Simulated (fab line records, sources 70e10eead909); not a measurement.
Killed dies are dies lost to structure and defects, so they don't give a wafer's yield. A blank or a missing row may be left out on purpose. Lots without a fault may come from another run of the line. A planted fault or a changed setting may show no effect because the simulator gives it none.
fab line records | flow nand_harc
record lots=6 wafers=16 last_day=24
route steps=1159 shown A_BLC@966
lots that met no fault: from a run of the same line without faults
start_h: hours from the record's first day to the start of the lot's first wafer shown | wait_h: hours since the lot's step before | " the same as in the row above | L1.1+2: a row that stands for several wafers | - no value, or no start given | * or withheld: withheld | < > ~ a bound
route shown NAME@n: a module of which the file shows steps, and the number in the route of the first | usual: mean/standard deviation of fault-free wafers | same: alike in all rows | chamber/n: place in a boat | sites: the reading at each site | _std_site: their standard deviation | _edge_site: outer sites' mean less inner sites' | radius_mm: how far each site lies from the wafer's centre | mask NAME#n: copy n | behind: the tool/chamber that last shaped the wafer | hold: why the lot was held/for how many hours/how that ended | device: the transistor (n, p or np) that didn't switch | end of line: the same wafers' tests at the end of the route | a step without rows: its recipe alone | killed: dies lost to structure and defects at the first sort, not the wafer's yield | map: a wafer's dies, x killed, . not, _ none there
set.NAME: the setting as run; set.NAME@STEP: as run at that earlier step | model.NAME: the simulator's own value behind a step, which no gauge read
lots at some steps of the route; a table a step, a row a wafer
services: from which hour (start_h, from the record's first day; less than 0 if before it) a tool's chamber was out of use, for how many hours, and why
## steps
# step NHARC_A_BLC_COAT_02
# recipe temp_c=260 time_s=75
# step NHARC_A_BLC_COAT_03
# recipe temp_c=225 time_s=65
# step NHARC_A_BLC_COAT_04
# recipe spin_rpm=1500 resist_thk_nm=90
# step NHARC_A_BLC_SOFTBAKE_05
# recipe temp_c=105 time_s=55
# step NHARC_A_BLC_EBR_06
# step NHARC_A_BLC_EXPOSE_07
# recipe na=1.35 target_cd_nm=100 dose_mj=67.97 mask_id=A_BLC
# step NHARC_A_BLC_PEB_08
# recipe peb_temp_c=100 peb_time_s=65
# step NHARC_A_BLC_DEVELOP_09
# recipe develop_time_s=35 dev_temp_c=23
# step NHARC_A_BLC_CD_MEAS_10
# recipe target_cd_nm=100 landing_energy_ev=500
# usual cd_nm=99.8/0.59
# columns lot.wafer tool chamber start_h wait_h cd_nm
L822.1 cd_sem-03 0 398.45 - 100.8
L822.4 " 0 " " 99.8
L822.6 " 0 " " 99.9
L828.1 cd_sem-02 0 444.16 - 100.4
L828.2 " 0 " " 99.8
L828.5 " 0 " " 101.2
L835.1 cd_sem-03 0 470.34 - 99.3
L835.2 " 0 " " 100.3
L830.1 cd_sem-01 0 471.07 - 100.9
L830.2 " 0 " " 100.8
L836.4 cd_sem-02 0 482.02 - 99.5
L836.5 " 0 " " 100.1
L836.6 " 0 " " 99.3
L842.2 cd_sem-01 0 530.22 - 99.4
L842.5 " 0 " " 100.3
L842.6 " 0 " " 99.5
# step NHARC_A_BLC_OVL_MEAS_11
# usual overlay_x_nm=0.0/0.88 overlay_y_nm=-0.1/0.75
# columns lot.wafer tool chamber start_h wait_h overlay_x_nm overlay_y_nm
L822.1 overlay-01 - 398.54 - -0.5 -0.9
L822.4 " - " " -1.1 -1.0
L822.6 " - " " -1.0 -1.4
L828.1 overlay-01 - 444.24 - 0.0 0.1
L828.2 " - " " 0.3 -0.3
L828.5 " - " " 0.5 -0.8
L835.1 overlay-01 - 470.44 - 1.2 -1.2
L835.2 " - " " 1.2 -1.2
L830.1 overlay-02 - 471.15 - 1.3 -0.3
L830.2 " - " " 0.7 -0.2
L836.4 overlay-01 - 482.11 - -0.2 0.6
L836.5 " - " " 0.4 0.7
L836.6 " - " " 0.7 0.3
L842.2 overlay-02 - 530.31 - -1.8 0.1
L842.5 " - " " -1.9 0.1
L842.6 " - " " -1.7 0.2
# step NHARC_A_BLC_INSPECT_12
# usual raw_defect_count=33/14
# columns lot.wafer tool chamber start_h wait_h raw_defect_count
L822.1 defect_inspect-02 - 398.58 0.0 17
L822.4 " - " " 15
L822.6 " - " " 26
L828.1 defect_inspect-02 - 444.28 0.0 52
L828.2 " - " " 39
L828.5 " - " " 40
L835.1 defect_inspect-01 - 470.48 0.0 49
L835.2 " - " " 52
L830.1 defect_inspect-02 - 471.19 0.0 34
L830.2 " - " " 32
L836.4 defect_inspect-02 - 482.14 0.0 32
L836.5 " - " " 31
L836.6 " - " " 33
L842.2 defect_inspect-02 - 530.35 0.0 19
L842.5 " - " " 37
L842.6 " - " " 48
# step NHARC_A_BLC_DESCUM_15
# recipe time_s=3 o2_flow_sccm=200 ar_flow_sccm=0 bias_power_w=0 chemistry=O2
# usual drypump_motor_current_A=5.9/0.43 oes_product_au=1.004/0.0081 rf_vpp_V=57.7/0.89 showerhead_plenum_p_Torr=1.89/0.084 throttle_valve_pct=11.311/0.0094
# columns lot.wafer tool chamber start_h wait_h drypump_motor_current_A oes_product_au rf_hours_counter_h rf_vpp_V showerhead_plenum_p_Torr throttle_valve_pct
L822.4 rie_diel-04 3 398.64 0.1 5.3 0.993 42 57.7 1.97 11.321
L822.1 " 0 " " 5.0 0.996 39 57.6 1.78 11.319
L822.6 " 3 " " 5.3 0.996 - 58.2 1.97 11.308
L828.1 rie_diel-05 1 444.36 0.1 6.0 1.018 9 57.4 1.78 11.321
L828.2 " 2 " " 6.2 1.024 8 59.0 1.93 11.322
L828.5 " 0 " " 5.8 1.000 - 56.7 1.87 11.317
L835.2 rie_diel-05 1 470.54 0.1 6.0 1.008 12 58.1 1.78 11.306
L835.1 " 3 " " 6.4 0.996 11 59.3 1.98 11.320
L830.2 rie_diel-05 1 471.36 0.2 6.0 0.996 12 56.3 1.78 11.300
L830.1 " 3 " " 6.4 0.999 12 56.2 1.98 11.314
L836.4 rie_diel-13 2 482.20 0.1 5.6 1.001 3 57.8 1.79 11.312
L836.5 " 2 " " 5.6 1.004 - 57.5 1.79 11.300
L836.6 " 3 " " 5.2 1.000 - 58.4 1.86 11.317
L842.2 rie_diel-04 3 530.41 0.1 5.3 1.000 23 59.3 1.96 11.299
L842.5 " 3 " " 5.3 0.993 - 58.6 1.96 11.316
L842.6 " 0 " " 5.0 1.000 - 58.0 1.77 11.291
# step NHARC_A_BLC_ETCH_16
# recipe target_depth_a=390 over_etch_frac=0.3 time_s=65 ion_energy_ev=80 cf4_flow_sccm=150 ar_flow_sccm=0 rf_w=300 bias_w=100 chemistry=CF4
# usual bias_w=100.0/0.31 drypump_motor_current_A=5.9/0.42 oes_product_au=1.002/0.008 rf_vpp_V=151.1/1.3 run_length_s=86.3/0.36 showerhead_plenum_p_Torr=1.75/0.074 throttle_valve_pct=13.283/0.0088
# columns lot.wafer tool chamber start_h wait_h bias_w drypump_motor_current_A oes_product_au rf_hours_counter_h rf_vpp_V run_length_s showerhead_plenum_p_Torr throttle_valve_pct
L822.1 rie_diel-04 2 398.74 0.1 99.7 5.7 0.999 43 152.4 86.6 1.72 13.278
L822.4 " 3 " " 99.8 5.3 1.009 42 151.9 87.3 1.82 13.283
L822.6 " 1 " " 100.0 6.2 1.002 - 148.0 86.7 1.70 13.284
L828.1 rie_diel-05 2 444.43 0.1 99.4 6.2 1.011 8 151.9 86.3 1.78 13.278
L828.2 " 3 " " 100.1 6.4 1.004 8 150.7 86.4 1.82 13.275
L828.5 " 2 " " 99.7 6.2 1.013 - 150.8 86.7 1.78 13.290
L835.2 rie_diel-05 3 470.64 0.1 100.5 6.4 0.997 11 151.5 86.2 1.82 13.270
L835.1 " 0 " " - 5.8 1.005 13 149.2 71.4 1.73 13.287
L830.1 rie_diel-05 3 471.44 0.1 - 6.4 0.999 12 151.6 72.0 1.82 13.291
L830.2 " 0 " " 100.4 5.8 0.995 13 150.4 85.8 1.73 13.283
L836.4 rie_diel-13 1 482.29 0.1 99.5 5.7 1.001 3 153.4 86.2 1.83 13.295
L836.6 " 0 " " 100.1 6.5 1.011 - 154.4 86.4 1.88 13.271
L836.5 " 1 " " 99.9 5.7 1.006 - 152.9 86.7 1.84 13.276
L842.2 rie_diel-04 3 530.55 0.1 100.0 5.3 0.992 23 152.3 86.5 1.81 13.278
L842.5 " 3 " " 99.5 5.3 0.987 - 151.5 86.4 1.81 13.282
L842.6 " 0 " " 100.1 5.1 0.999 - 148.4 86.7 1.64 13.284
# step NHARC_A_BLC_ETCH_17
# recipe target_depth_a=3900 over_etch_frac=0.25 time_s=609.38 ion_energy_ev=200 n2_flow_sccm=150 h2_flow_sccm=150 ar_flow_sccm=0 rf_w=400 bias_w=150 chemistry=N2/H2
# usual bias_w=150.0/0.46 drypump_motor_current_A=5.9/0.42 oes_product_au=1.004/0.0073 rf_vpp_V=429.8/2.7 run_length_s=630.6/0.38 showerhead_plenum_p_Torr=2.01/0.092 throttle_valve_pct=14.170/0.0085
# columns lot.wafer tool chamber start_h wait_h bias_w drypump_motor_current_A oes_product_au rf_hours_counter_h rf_vpp_V run_length_s showerhead_plenum_p_Torr throttle_valve_pct
L822.1 rie_diel-04 0 - - 149.7 5.0 1.008 39 425.7 631.1 1.90 14.171
L822.4 " 1 " " 150.7 6.2 1.001 36 429.1 631.5 1.95 14.174
L822.6 " 3 " " 149.0 5.3 0.995 - 433.9 631.0 2.11 14.192
L828.1 rie_diel-05 1 - - 150.0 5.9 1.012 9 426.0 631.0 1.89 14.175
L828.2 " 2 " " 150.2 6.2 1.004 8 431.0 630.6 2.06 14.156
L828.5 " 2 " " 150.8 6.2 1.015 - 431.8 630.5 2.06 14.167
L835.2 rie_diel-05 2 - - 149.8 6.2 1.008 11 431.0 630.7 2.06 14.173
L835.1 " 0 " " 150.6 5.8 0.997 13 429.2 630.0 1.99 14.167
L830.2 rie_diel-05 0 - - 150.7 5.8 1.020 13 428.9 630.0 1.99 14.162
L830.1 " 1 " " 150.2 6.0 1.014 12 426.5 630.8 1.89 14.176
L836.4 rie_diel-13 3 - - 150.7 5.2 0.997 2 428.4 630.6 1.98 14.167
L836.5 " 0 " " 150.2 6.5 0.994 - 434.4 630.7 2.18 14.173
L836.6 " 1 " " 150.6 5.7 1.008 - 433.2 630.4 2.12 14.176
L842.2 rie_diel-04 3 530.84 0.3 149.8 5.3 0.994 23 430.3 631.0 2.09 14.177
L842.6 " 0 " " 149.7 5.0 0.991 - 425.7 630.9 1.88 14.173
L842.5 " 3 " " 150.3 5.3 0.986 - 431.2 631.3 2.09 14.165
## services
# columns tool chamber start_h hours kind
rie_diel-04 3 381.53 3.7 repair
rie_diel-05 3 383.23 4.3 repair
rie_diel-05 0 398.82 - clean
rie_diel-05 1 398.82 - clean
rie_diel-05 2 398.82 - clean
rie_diel-05 3 398.82 - clean
rie_diel-05 - 406.41 1.4 repair
rie_diel-13 2 412.41 3.2 repair
rie_diel-05 0 423.32 - clean
rie_diel-05 1 423.32 - clean
rie_diel-05 2 423.32 - clean
rie_diel-05 3 423.32 - clean
rie_diel-13 0 434.27 10.9 repair
rie_diel-04 - 442.20 0.7 repair
rie_diel-05 0 447.82 - clean
rie_diel-05 1 447.82 - clean
rie_diel-05 2 447.82 - clean
rie_diel-13 - 453.03 9.0 pm
rie_diel-04 0 461.25 4.9 repair
rie_diel-04 - 465.96 9.0 pm
rie_diel-04 - 487.82 1.0 repair
rie_diel-05 - 517.60 9.0 pm
rie_diel-04 2 519.62 48.8 repair
rie_diel-04 1 525.96 5.7 repair
## key
first_sign step=NHARC_A_BLC_ETCH_16 reading=run_length_s direction=down sigmas=40 usual=* struck=*
effect none on later readings
met_at NHARC_A_BLC_ETCH_16
struck_wafers L830.1,L835.1
tester_left_out L830,L835
onset_between 444.43 470.64
fault kind=process_parameter_drift tool=rie_diel-05 chamber=- onset_h=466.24 steps=NHARC_A_BLC_ETCH_16 channel=time_s offset=* shape=step end_h=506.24 scope=struck_wafers_only acts_in=* stated=*
# tester_left_out: of these lots the tester's yield and bins aren't shown, on N5 and GAA mostly nor the transistor test; their killed dies are dies lost to structure and defects alone, not to doping, threshold or leakage, so they don't give the yield
